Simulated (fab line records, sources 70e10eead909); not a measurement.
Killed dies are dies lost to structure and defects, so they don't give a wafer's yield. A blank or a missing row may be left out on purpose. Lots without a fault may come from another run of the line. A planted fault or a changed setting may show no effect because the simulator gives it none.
fab line records | flow nand_harc
record lots=24 wafers=72 last_day=24
route steps=1159 shown P_BONDPAD@375 A_ZERO_WELL@412 A_CHANNEL_HOLE_D1@463 A_CHANNEL_FILL_D1@507 A_STAIRCASE@533
lots that met no fault: from a run of the same line without faults
start_h: hours from the record's first day to the start of the lot's first wafer shown | wait_h: hours since the lot's step before | " the same as in the row above | L1.1+2: a row that stands for several wafers | - no value, or no start given | * or withheld: withheld | < > ~ a bound
route shown NAME@n: a module of which the file shows steps, and the number in the route of the first | usual: mean/standard deviation of fault-free wafers | same: alike in all rows | chamber/n: place in a boat | sites: the reading at each site | _std_site: their standard deviation | _edge_site: outer sites' mean less inner sites' | radius_mm: how far each site lies from the wafer's centre | mask NAME#n: copy n | behind: the tool/chamber that last shaped the wafer | hold: why the lot was held/for how many hours/how that ended | device: the transistor (n, p or np) that didn't switch | end of line: the same wafers' tests at the end of the route | a step without rows: its recipe alone | killed: dies lost to structure and defects at the first sort, not the wafer's yield | map: a wafer's dies, x killed, . not, _ none there
set.NAME: the setting as run; set.NAME@STEP: as run at that earlier step | model.NAME: the simulator's own value behind a step, which no gauge read
steps of the route over a sample of lots; a table a step, a row a wafer
services: from which hour (start_h, from the record's first day; less than 0 if before it) a tool's chamber was out of use, for how many hours, and why
## steps
# step NHARC_P_BONDPAD_PRE_CLEAN_26
# recipe time_s=30 temp_c=280 gas=H2/He
# usual heater_power_w=428/51
# columns lot.wafer tool chamber start_h wait_h heater_power_w
L074.1 pvd_sputter-02 - - - 441
L074.3 " - " " 444
L074.6 " - " " 362
L075.3 pvd_sputter-02 - - - 397
L075.6 " - " " 403
L075.5 " - " " 356
L076.2 pvd_sputter-01 - - - 465
L076.4 " - " " 469
L076.5 " - " " 404
L077.2 pvd_sputter-02 - - - 419
L077.4 " - " " 367
L077.6 " - " " 461
L078.1 pvd_sputter-03 - - - 350
L078.4 " - " " 443
L078.6 " - " " 355
L080.2 pvd_sputter-03 - - - 443
L080.1 " - " " 396
L080.6 " - " " 442
L079.1 pvd_sputter-02 - - - 439
L079.4 " - " " 363
L079.6 " - " " 439
L081.4 pvd_sputter-02 - - - 442
L081.2 " - " " 450
L081.3 " - " " 404
L082.4 pvd_sputter-02 - - - 443
L082.3 " - " " 371
L082.6 " - " " 448
L083.1 pvd_sputter-02 - - - 366
L083.6 " - " " 406
L083.5 " - " " 363
L084.1 pvd_sputter-01 - - - 467
L084.5 " - " " 475
L084.6 " - " " 475
L085.2 pvd_sputter-02 - - - 365
L085.4 " - " " 442
L085.6 " - " " 361
L087.3 pvd_sputter-02 - - - 360
L087.4 " - " " 438
L087.5 " - " " 368
L086.2 pvd_sputter-01 - - - 422
L086.3 " - " " 486
L086.1 " - " " 467
L088.4 pvd_sputter-03 - - - 553
L088.1 " - " " 442
L088.6 " - " " 549
L089.3 pvd_sputter-03 - - - 546
L089.4 " - " " 351
L089.6 " - " " 442
L090.2 pvd_sputter-01 - - - 421
L090.4 " - " " 476
L090.5 " - " " 417
L092.4 pvd_sputter-03 - - - 396
L092.1 " - " " 451
L092.5 " - " " 558
L091.3 pvd_sputter-03 - - - 426
L091.4 " - " " 542
L091.5 " - " " 409
L094.1 pvd_sputter-02 - - - 365
L094.3 " - " " 444
L094.2 " - " " 439
L093.2 pvd_sputter-03 - - - 410
L093.1 " - " " 548
L093.5 " - " " 447
L095.2 pvd_sputter-02 - - - 441
L095.5 " - " " 439
L095.6 " - " " 444
L096.3 pvd_sputter-01 - - - 467
L096.1 " - " " 448
L096.5 " - " " 486
L097.1 pvd_sputter-03 - - - 544
L097.6 " - " " 536
L097.5 " - " " 348
# step NHARC_A_ZERO_WELL_INSPECT_17
# usual raw_defect_count=11/5.4
# columns lot.wafer tool chamber start_h wait_h raw_defect_count
L074.1 defect_inspect-02 - 143.31 0.2 20
L074.3 " - " " 9
L074.6 " - " " 14
L075.3 defect_inspect-01 - 149.17 0.1 24
L075.5 " - " " 17
L075.6 " - " " 12
L076.2 defect_inspect-02 - 149.35 0.1 23
L076.4 " - " " 5
L076.5 " - " " 4
L077.2 defect_inspect-01 - 159.80 0.1 5
L077.4 " - " " 13
L077.6 " - " " 12
L078.1 defect_inspect-02 - 160.60 0.2 10
L078.4 " - " " 7
L078.6 " - " " 5
L080.1 defect_inspect-01 - 165.81 0.2 10
L080.2 " - " " 11
L080.6 " - " " 8
L079.1 defect_inspect-02 - 166.21 0.2 5
L079.4 " - " " 9
L079.6 " - " " 12
L081.2 defect_inspect-01 - 182.80 0.1 20
L081.3 " - " " 5
L081.4 " - " " 19
L082.3 defect_inspect-02 - 185.68 0.1 10
L082.4 " - " " 4
L082.6 " - " " 16
L083.1 defect_inspect-02 - 187.13 0.2 15
L083.5 " - " " 15
L083.6 " - " " 6
L084.1 defect_inspect-01 - 200.36 0.2 24
L084.5 " - " " 23
L084.6 " - " " 17
L085.2 defect_inspect-01 - 201.95 0.1 10
L085.4 " - " " 9
L085.6 " - " " 4
L087.3 defect_inspect-02 - 210.77 0.1 21
L087.4 " - " " 21
L087.5 " - " " 12
L086.1 defect_inspect-01 - 217.13 0.2 13
L086.2 " - " " 11
L086.3 " - " " 13
L088.1 defect_inspect-01 - 224.37 0.2 17
L088.4 " - " " 11
L088.6 " - " " 18
L089.3 defect_inspect-02 - 227.08 0.1 6
L089.4 " - " " 8
L089.6 " - " " 6
L090.2 defect_inspect-02 - 237.01 0.1 6
L090.4 " - " " 4
L090.5 " - " " 8
L092.1 defect_inspect-02 - 237.61 0.2 7
L092.4 " - " " 11
L092.5 " - " " 11
L091.3 defect_inspect-01 - 238.14 0.1 8
L091.4 " - " " 9
L091.5 " - " " 12
L094.1 defect_inspect-02 - 248.04 0.2 11
L094.2 " - " " 9
L094.3 " - " " 2
L093.1 defect_inspect-01 - 249.54 0.2 10
L093.2 " - " " 12
L093.5 " - " " 13
L095.2 defect_inspect-02 - 255.85 0.1 9
L095.5 " - " " 6
L095.6 " - " " 9
L096.1 defect_inspect-01 - 265.45 0.2 6
L096.3 " - " " 12
L096.5 " - " " 5
L097.1 defect_inspect-02 - 282.28 0.2 8
L097.5 " - " " 8
L097.6 " - " " 9
# step NHARC_A_CHANNEL_HOLE_D1_OVL_MEAS_11
# usual overlay_x_nm=0.1/1.1 overlay_y_nm=0.0/0.78
# columns lot.wafer tool chamber start_h wait_h overlay_x_nm overlay_y_nm
L074.1 overlay-01 - 181.45 - -1.1 1.4
L074.3 " - " " -0.5 1.2
L074.6 " - " " -1.6 1.3
L075.3 overlay-01 - 190.12 - -0.5 0.1
L075.5 " - " " -0.6 0.0
L075.6 " - " " -0.5 -0.2
L076.2 overlay-02 - 190.47 - -0.9 -0.5
L076.4 " - " " -0.8 0.4
L076.5 " - " " -0.6 -0.3
L077.2 overlay-02 - 196.66 - 0.1 0.0
L077.4 " - " " 0.2 0.6
L077.6 " - " " 0.0 0.3
L078.1 overlay-01 - 196.81 - 0.0 1.2
L078.4 " - " " 0.1 1.4
L078.6 " - " " -0.1 0.9
L080.1 overlay-01 - 203.48 - 1.4 -0.4
L080.2 " - " " 1.1 0.3
L080.6 " - " " 1.2 -0.3
L079.1 overlay-02 - 203.71 - 1.1 0.4
L079.4 " - " " 1.0 1.2
L079.6 " - " " 1.2 0.5
L081.2 overlay-01 - 220.52 - -0.7 0.9
L081.3 " - " " -1.3 1.1
L081.4 " - " " -1.0 0.7
L082.3 overlay-01 - 220.82 - -2.1 0.7
L082.4 " - " " -1.9 0.2
L082.6 " - " " -1.3 0.0
L083.1 overlay-02 - 225.13 - 1.2 -0.3
L083.5 " - " " 1.8 -0.1
L083.6 " - " " 1.0 -0.6
L084.1 overlay-01 - 236.22 - -1.1 -0.4
L084.5 " - " " -1.4 -0.1
L084.6 " - " " -1.4 -0.9
L085.2 overlay-01 - 237.51 - -1.8 0.6
L085.4 " - " " -1.8 0.8
L085.6 " - " " -1.6 0.3
L087.3 overlay-01 - 246.99 - 0.5 -1.1
L087.4 " - " " -0.2 -1.0
L087.5 " - " " -0.3 -0.9
L086.1 overlay-02 - 257.31 - 0.8 0.5
L086.2 " - " " 1.1 0.2
L086.3 " - " " 1.1 0.4
L089.3 overlay-01 - 263.68 - -1.1 0.0
L089.4 " - " " -0.6 -0.6
L089.6 " - " " -1.1 -0.3
L088.1 overlay-01 - 264.03 - 1.3 0.8
L088.4 " - " " 0.7 0.5
L088.6 " - " " 0.7 0.6
L091.3 overlay-01 - 273.79 - 2.4 -1.3
L091.4 " - " " 2.6 -0.6
L091.5 " - " " 2.4 -1.2
L092.1 overlay-01 - 274.62 - 2.1 -0.7
L092.4 " - " " 1.4 -0.3
L092.5 " - " " 1.2 -0.6
L090.2 overlay-02 - 275.20 - 0.1 -1.0
L090.4 " - " " 0.1 -1.0
L090.5 " - " " 0.8 -1.1
L094.1 overlay-01 - 287.99 - 1.0 -1.2
L094.2 " - " " 0.5 -0.7
L094.3 " - " " 1.2 -0.9
L093.1 overlay-02 - 288.91 - 1.0 -1.2
L093.2 " - " " 1.6 -0.3
L093.5 " - " " 1.2 -1.0
L095.2 overlay-02 - 294.83 - 0.5 0.3
L095.5 " - " " 0.8 0.2
L095.6 " - " " 1.1 0.5
L096.1 overlay-02 - 307.34 - 0.1 -1.0
L096.3 " - " " -0.2 -0.3
L096.5 " - " " 0.4 -0.5
L097.1 overlay-01 - 318.96 - -0.3 0.5
L097.5 " - " " -0.3 1.0
L097.6 " - " " 0.0 1.2
# step NHARC_A_CHANNEL_FILL_D1_ALD_25
# recipe target_thk_a=600 pulse_time_s=10 ald_cycles=600 temp_c=300 material=SiOx
# usual heater_power_w=474/45 precursor_pulse_height_rel=0.998/0.02
# columns lot.wafer tool chamber start_h wait_h heater_power_w precursor_pulse_height_rel
L074.1 ald_hk-03 0 227.50 0.7 444 1.003
L074.3 " 1 " " 500 0.980
L074.6 " 3 229.34 2.5 410 0.958
L075.3 ald_hk-02 0 234.06 0.2 436 1.006
L075.6 " 0 243.94 10.0 440 1.021
L075.5 " 1 246.41 12.5 450 1.007
L076.4 ald_hk-03 2 235.18 1.3 572 0.996
L076.2 " 3 " " 409 0.969
L076.5 " 0 " " 455 1.013
L077.2 ald_hk-03 3 241.18 0.9 417 0.985
L077.4 " 2 243.00 2.7 566 1.007
L077.6 " 0 244.22 3.9 448 1.018
L078.1 ald_hk-01 1 241.50 1.2 449 0.965
L078.4 " 0 243.37 3.1 466 0.970
L078.6 " 1 " " 469 0.945
L079.4 ald_hk-03 2 247.50 0.0 569 0.978
L079.1 " 3 " " 405 1.024
L079.6 " 3 250.56 3.1 408 0.959
L080.2 ald_hk-01 1 248.13 0.7 448 0.976
L080.1 " 2 " " 530 0.994
L080.6 " 1 250.61 3.1 448 0.994
L081.3 ald_hk-03 2 269.00 0.1 557 1.009
L081.2 " 0 270.22 1.3 452 1.016
L081.4 " 1 " " 514 1.017
L082.3 ald_hk-02 1 270.23 1.3 471 0.991
L082.4 " 2 " " 442 1.007
L082.6 " 0 272.06 3.1 437 0.976
L083.1 ald_hk-01 0 278.22 1.9 464 0.954
L083.6 " 1 " " 456 0.989
L083.5 " 2 " " 538 1.001
L084.1 ald_hk-03 2 281.11 0.1 585 0.977
L084.6 " 2 283.57 2.5 560 1.003
L084.5 " 3 " " 408 1.001
L085.2 ald_hk-01 1 281.73 0.7 435 1.009
L085.4 " 2 " " 525 1.029
L085.6 " 0 283.59 2.5 471 0.986
L087.3 ald_hk-02 3 290.87 0.7 448 0.973
L087.4 " 1 292.09 1.9 456 1.002
L087.5 " 2 " " 450 1.018
L086.2 ald_hk-03 1 301.95 0.1 506 0.991
L086.3 " 2 " " 563 0.967
L086.1 " 0 303.81 1.9 467 0.991
L089.3 ald_hk-03 1 309.34 0.1 511 1.014
L089.4 " 3 310.57 1.3 416 0.976
L089.6 " 2 312.40 3.1 567 1.042
L088.1 ald_hk-01 1 309.97 0.7 446 0.962
L088.4 " 2 " " 531 0.993
L088.6 " 1 312.44 3.1 440 1.031
L090.4 ald_hk-01 0 321.21 0.7 465 1.007
L090.2 " 1 " " 442 1.022
L090.5 " 3 323.06 2.5 490 1.016
L092.4 ald_hk-02 0 321.22 0.7 435 1.019
L092.1 " 1 " " 446 1.005
L092.5 " 0 323.67 3.1 435 0.998
L091.3 ald_hk-03 2 321.83 1.3 571 1.011
L091.4 " 3 " " 409 0.999
L091.5 " 0 " " 440 1.040
L094.1 ald_hk-02 0 331.10 0.1 437 1.017
L094.3 " 1 " " 450 1.015
L094.2 " 3 332.95 1.9 470 0.967
L093.1 ald_hk-01 1 331.10 0.1 449 0.993
L093.2 " 2 " " 528 1.010
L093.5 " 1 333.59 2.5 454 0.974
L095.2 ald_hk-03 0 338.43 0.5 436 1.000
L095.5 " 0 340.88 3.0 443 0.981
L095.6 " 1 " " 480 0.967
L096.1 ald_hk-01 0 354.32 1.3 474 0.991
L096.3 " 1 " " 464 0.986
L096.5 " 2 " " 531 0.980
L097.1 ald_hk-02 3 365.23 1.3 471 0.978
L097.6 " 2 368.89 4.9 432 1.041
L097.5 " 3 370.11 6.2 472 1.015
# step NHARC_A_CHANNEL_FILL_D1_ETCHBACK_08
# recipe target_depth_a=2200 time_s=110 c4f8_flow_sccm=20 ar_flow_sccm=withheld rf_w=600 bias_w=300 chemistry=C4F8
# usual oes_product_au=0.96/0.035 rf_fwd_power_W=596.9/2 rf_vpp_V=441.5/2.8
# columns lot.wafer tool chamber start_h wait_h oes_product_au rf_fwd_power_W rf_hours_counter_h rf_vpp_V
L074.1 rie_diel-03 1 - - 1.01 594.7 0 439.8
L074.3 " 2 " " 0.99 594.6 0 445.9
L074.6 " 1 " " 1.01 597.3 - 439.6
L076.2 rie_diel-04 2 - - 0.93 594.8 5 436.6
L076.4 " 0 " " 0.91 598.9 5 437.2
L076.5 " 2 " " 0.92 595.4 - 436.4
L077.2 rie_diel-03 2 - - 1.00 594.3 1 445.6
L077.4 " 0 " " 0.99 596.1 1 441.0
L077.6 " 2 " " 1.01 594.5 - 444.5
L078.1 rie_diel-03 3 - - 0.93 595.8 1 441.6
L078.4 " 2 " " 0.92 593.1 1 443.2
L078.6 " 0 " " 0.91 599.8 - 442.6
L075.3 rie_diel-04 0 250.75 14.2 0.92 595.5 5 437.5
L075.5 " 2 " " 0.94 597.6 - 436.4
L075.6 " 3 " " 0.91 594.4 - 444.3
L079.1 rie_diel-03 0 - - 0.96 597.8 1 441.1
L079.4 " 2 " " 0.96 599.0 1 443.0
L079.6 " 0 " " 0.96 598.2 - 443.0
L080.2 rie_diel-07 2 - - 1.02 599.7 2 443.5
L080.1 " 3 " " 0.99 599.0 1 444.6
L080.6 " 1 " " 0.99 596.0 - 443.2
L081.3 rie_diel-04 3 - - 0.91 597.9 6 445.5
L081.2 " 0 " " 0.93 598.0 6 437.1
L081.4 " 1 " " 0.91 595.6 - 442.8
L082.3 rie_diel-03 1 - - 0.97 595.4 1 440.1
L082.4 " 2 " " 0.94 595.9 1 447.0
L082.6 " 0 " " 0.96 598.9 - 442.6
L083.1 rie_diel-04 3 - - 0.91 596.9 6 444.6
L083.5 " 0 " " 0.92 596.9 - 438.5
L083.6 " 1 " " 0.92 595.8 - 441.3
L085.2 rie_diel-04 0 - - 0.92 599.4 7 437.5
L085.4 " 2 " " 0.93 597.0 6 438.5
L085.6 " 0 " " 0.92 601.1 - 436.6
L084.1 rie_diel-03 1 - - 0.92 596.5 2 439.9
L084.6 " 2 " " 0.93 592.9 - 445.0
L084.5 " 3 " " 0.94 597.5 - 441.0
L087.3 rie_diel-03 3 - - 0.93 597.9 2 440.9
L087.4 " 0 " " 0.92 597.7 2 442.0
L087.5 " 3 " " 0.94 596.9 - 441.6
L086.2 rie_diel-04 1 - - 0.98 596.8 0 441.9
L086.3 " 2 " " 1.00 600.7 0 436.8
L086.1 " 3 " " 0.99 597.7 0 446.4
L089.3 rie_diel-03 3 - - 1.01 595.6 2 439.9
L089.4 " 1 " " 1.01 595.7 2 440.4
L089.6 " 2 " " 1.00 596.4 - 446.0
L088.4 rie_diel-07 3 - - 0.93 601.2 16 445.8
L088.1 " 2 " " 0.94 594.4 17 442.5
L088.6 " 3 " " 0.92 599.8 - 443.8
L090.2 rie_diel-03 1 - - 1.00 599.3 3 441.1
L090.4 " 2 " " 0.98 597.2 3 445.0
L090.5 " 3 " " 0.97 596.8 - 441.9
L092.4 rie_diel-04 3 - - 0.95 593.7 1 445.7
L092.1 " 0 " " 0.95 597.3 1 437.5
L092.5 " 2 " " 0.96 599.0 - 436.5
L091.3 rie_diel-07 0 - - 0.98 598.9 18 439.5
L091.4 " 2 " " 1.01 594.8 19 442.9
L091.5 " 1 " " 1.00 595.8 - 443.8
L094.3 rie_diel-03 2 - - 0.93 597.4 3 444.2
L094.2 " 3 " " 0.92 595.2 3 441.7
L094.1 " 1 " " 0.93 596.6 3 440.6
L093.2 rie_diel-04 2 - - 1.00 598.6 1 438.1
L093.1 " 3 " " 1.00 595.8 1 444.5
L093.5 " 3 " " 0.99 598.7 - 443.4
L095.2 rie_diel-04 2 - - 1.00 598.7 2 437.4
L095.6 " 3 " " 1.00 596.0 - 445.5
L095.5 " 0 " " 1.01 600.7 - 438.5
L096.3 rie_diel-04 3 - - 1.00 596.2 2 445.6
L096.1 " 2 " " 1.01 599.2 2 437.1
L096.5 " 0 " " 0.99 598.3 - 437.2
L097.1 rie_diel-03 2 - - 0.93 596.4 4 443.9
L097.6 " 2 " " 0.93 597.2 - 446.0
L097.5 " 3 " " 0.93 595.4 - 443.0
# step NHARC_A_STAIRCASE_STRIP_171
# recipe power_w=1500 temp_c=250 chemistry=O2
# usual drypump_motor_current_A=5.76/0.3 heater_power_w=336/39
# columns lot.wafer tool chamber start_h wait_h drypump_motor_current_A heater_power_w rf_hours_counter_h
L074.1 plasma_asher-01 1 240.33 - 5.43 320 56
L074.3 " 0 " " 5.72 316 -
L074.6 " 1 " " 5.42 312 -
L076.2 plasma_asher-02 1 247.72 - 6.24 318 20
L076.4 " 0 " " 5.63 398 -
L076.5 " 1 " " 6.24 312 -
L078.1 plasma_asher-02 0 254.59 - 5.65 402 23
L078.4 " 0 " " 5.63 402 -
L078.6 " 1 " " 6.22 312 -
L077.2 plasma_asher-02 1 254.91 - 6.22 311 23
L077.4 " 0 " " 5.63 385 -
L077.6 " 1 " " 6.22 313 -
L075.3 plasma_asher-02 0 258.44 - 5.62 400 -
L075.6 " 0 " " 5.63 406 -
L075.5 " 1 " " 6.23 308 -
L079.1 plasma_asher-02 0 261.05 - 5.62 393 26
L079.4 " 1 " " 6.24 314 -
L079.6 " 0 " " 5.64 397 -
L080.2 plasma_asher-01 1 261.23 - 5.44 318 64
L080.1 " 0 " " 5.68 321 64
L080.6 " 0 " " 5.68 321 -
L081.2 plasma_asher-02 1 282.35 - 6.23 307 33
L081.3 " 1 " " 6.24 314 -
L081.4 " 0 " " 5.66 385 -
L082.4 plasma_asher-02 1 282.73 - 6.21 302 -
L082.3 " 0 " " 5.64 393 -
L082.6 " 1 " " 6.24 316 -
L083.1 plasma_asher-01 1 289.67 - 5.44 321 1
L083.6 " 1 " " 5.46 327 -
L083.5 " 0 " " 5.73 304 -
L084.1 plasma_asher-01 0 295.69 - 5.70 315 7
L084.5 " 1 " " 5.43 324 -
L084.6 " 0 " " 5.71 311 -
L085.2 plasma_asher-01 1 295.92 - 5.43 315 7
L085.4 " 0 " " 5.71 303 -
L085.6 " 1 " " 5.44 323 -
L087.3 plasma_asher-02 0 304.64 - 5.64 399 -
L087.4 " 1 " " 6.21 308 -
L087.5 " 0 " " 5.63 408 -
L086.1 plasma_asher-01 1 315.86 - 5.42 318 16
L086.2 " 0 " " 5.71 312 16
L086.3 " 1 " " 5.37 320 -
L088.1 plasma_asher-01 0 323.08 - 5.71 306 18
L088.4 " 0 " " 5.73 301 -
L088.6 " 0 " " 5.71 309 -
L089.3 plasma_asher-02 1 323.28 - 6.23 320 -
L089.4 " 0 " " 5.62 400 -
L089.6 " 1 " " 6.23 315 -
L092.1 plasma_asher-02 1 334.08 - 6.21 311 46
L092.4 " 1 " " 6.21 306 -
L092.5 " 0 " " 5.62 402 -
L090.2 plasma_asher-01 0 334.22 - 5.76 300 23
L090.4 " 1 " " 5.44 318 -
L090.5 " 0 " " 5.70 310 -
L091.4 plasma_asher-02 0 335.06 - 5.64 403 -
L091.3 " 1 " " 6.21 308 -
L091.5 " 1 " " 6.22 322 -
L093.2 plasma_asher-01 1 345.11 - 5.40 312 26
L093.1 " 0 " " 5.75 305 26
L093.5 " 0 " " 5.70 302 -
L094.1 plasma_asher-02 0 345.83 - 5.62 391 50
L094.2 " 1 " " 6.21 311 50
L094.3 " 1 " " 6.23 315 -
L095.2 plasma_asher-01 0 351.97 - 5.76 305 29
L095.6 " 1 " " 5.43 322 -
L095.5 " 0 " " 5.75 294 -
L096.1 plasma_asher-01 0 366.83 - 5.66 306 36
L096.3 " 0 " " 5.66 299 -
L096.5 " 0 " " 5.69 308 -
L097.1 plasma_asher-02 0 381.87 - 5.64 410 2
L097.6 " 0 " " 5.64 409 -
L097.5 " 1 " " 6.21 321 -
## services
# columns tool chamber start_h hours kind
rie_diel-04 1 117.22 1.7 repair
ald_hk-03 - 130.57 0.9 repair
rie_diel-03 0 141.63 4.3 repair
ald_hk-03 - 150.43 10.0 pm
pvd_sputter-03 - 178.15 4.8 repair
rie_diel-04 - 180.16 0.8 repair
plasma_asher-02 - 183.00 9.0 pm
plasma_asher-02 - 196.08 6.0 repair
pvd_sputter-02 - 214.00 10.0 pm
rie_diel-03 - 215.30 9.0 pm
plasma_asher-01 - 227.17 6.5 repair
pvd_sputter-02 - 229.43 5.2 repair
ald_hk-01 - 231.50 10.0 pm
plasma_asher-01 - 240.88 2.7 repair
rie_diel-04 0 251.43 1.7 repair
rie_diel-04 2 273.58 4.3 repair
plasma_asher-01 - 276.60 9.0 pm
plasma_asher-01 - 285.73 1.4 repair
plasma_asher-02 - 288.12 13.1 repair
rie_diel-04 - 288.90 9.0 pm
rie_diel-04 - 319.18 1.7 repair
ald_hk-03 - 328.43 10.0 pm
rie_diel-03 0 359.27 4.0 repair
plasma_asher-02 - 360.31 9.0 pm
## key
fault none
